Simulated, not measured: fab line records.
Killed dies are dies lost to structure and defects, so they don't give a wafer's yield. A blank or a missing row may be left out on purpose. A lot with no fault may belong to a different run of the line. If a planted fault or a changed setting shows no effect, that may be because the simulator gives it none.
Chamber matching || flow n5 finfet || rie diel-06 running N5_BEOL_M1_DESCUM_16: 4 sister chambers
The step chemistry O2, time 7 s. 8 wafers are shown with their chamber, then 8 later ones without.

## WAFERS PAIRED WITH THEIR CHAMBERS
{"wafer": "L077.2", "chamber": 2, "oes product au (a.u.)": 0.69, "showerhead plenum p Torr (Torr)": 1.95}
{"wafer": "L077.6", "chamber": 1, "oes product au (a.u.)": 0.94, "showerhead plenum p Torr (Torr)": 2.08}
{"wafer": "L087.1", "chamber": 1, "oes product au (a.u.)": 0.89, "showerhead plenum p Torr (Torr)": 2.07}
{"wafer": "L087.6", "chamber": 0, "oes product au (a.u.)": 0.74, "showerhead plenum p Torr (Torr)": 1.99}
{"wafer": "L089.2", "chamber": 0, "oes product au (a.u.)": 0.73, "showerhead plenum p Torr (Torr)": 1.99}
{"wafer": "L089.4", "chamber": 3, "oes product au (a.u.)": 0.69, "showerhead plenum p Torr (Torr)": 2.16}
{"wafer": "L089.5", "chamber": 3, "oes product au (a.u.)": 0.69, "showerhead plenum p Torr (Torr)": 2.16}
{"wafer": "L093.1", "chamber": 2, "oes product au (a.u.)": 0.92, "showerhead plenum p Torr (Torr)": 2.20}

## WAFERS WITH NO CHAMBER GIVEN
{"wafer": "L093.2", "oes product au (a.u.)": 0.87, "showerhead plenum p Torr (Torr)": 2.07}
{"wafer": "L093.5", "oes product au (a.u.)": 0.69, "showerhead plenum p Torr (Torr)": 2.16}
{"wafer": "L094.1", "oes product au (a.u.)": 0.72, "showerhead plenum p Torr (Torr)": 1.98}
{"wafer": "L094.5", "oes product au (a.u.)": 0.73, "showerhead plenum p Torr (Torr)": 1.98}
{"wafer": "L094.6", "oes product au (a.u.)": 0.68, "showerhead plenum p Torr (Torr)": 2.16}
{"wafer": "L096.1", "oes product au (a.u.)": 0.91, "showerhead plenum p Torr (Torr)": 2.20}
{"wafer": "L096.3", "oes product au (a.u.)": 0.87, "showerhead plenum p Torr (Torr)": 2.07}
{"wafer": "L096.4", "oes product au (a.u.)": 0.73, "showerhead plenum p Torr (Torr)": 1.98}

## CHAMBER TAKEN BY EACH
{"wafer": "L093.2", "from the rows above": "can't be placed: 1 or 2 or 0 or 3", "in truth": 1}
{"wafer": "L093.5", "from the rows above": "can't be placed: 3 or 2 or 0", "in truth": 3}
{"wafer": "L094.1", "from the rows above": "can't be placed: 0 or 2 or 3", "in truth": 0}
{"wafer": "L094.5", "from the rows above": "can't be placed: 0 or 2 or 3", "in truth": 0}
{"wafer": "L094.6", "from the rows above": "can't be placed: 3 or 2 or 0", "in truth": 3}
{"wafer": "L096.1", "from the rows above": "can't be placed: 1 or 2 or 3 or 0", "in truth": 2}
{"wafer": "L096.3", "from the rows above": "can't be placed: 1 or 2 or 0 or 3", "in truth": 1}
{"wafer": "L096.4", "from the rows above": "can't be placed: 0 or 2 or 3", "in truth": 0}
Correct placement for 0 of the 8. Not placeable from these rows: 8 (in 8, the candidates include the true chamber). 0 placed wrongly.
How it was worked out, from the rows above alone: a wafer's distance from a chamber is the root of the sum, over the readings, of the square of ((its reading less the chamber's mean) divided by the reading's scatter). If the next closest chamber is less than 2 further off than the closest, the wafer can't be placed; otherwise it belongs to the closest. Each chamber's mean is taken over the wafers shown for it. How the scatter is found: for the shown wafers, subtract from each reading the mean of its chamber, square and add these, divide the total by (wafers less chambers), then take the root.
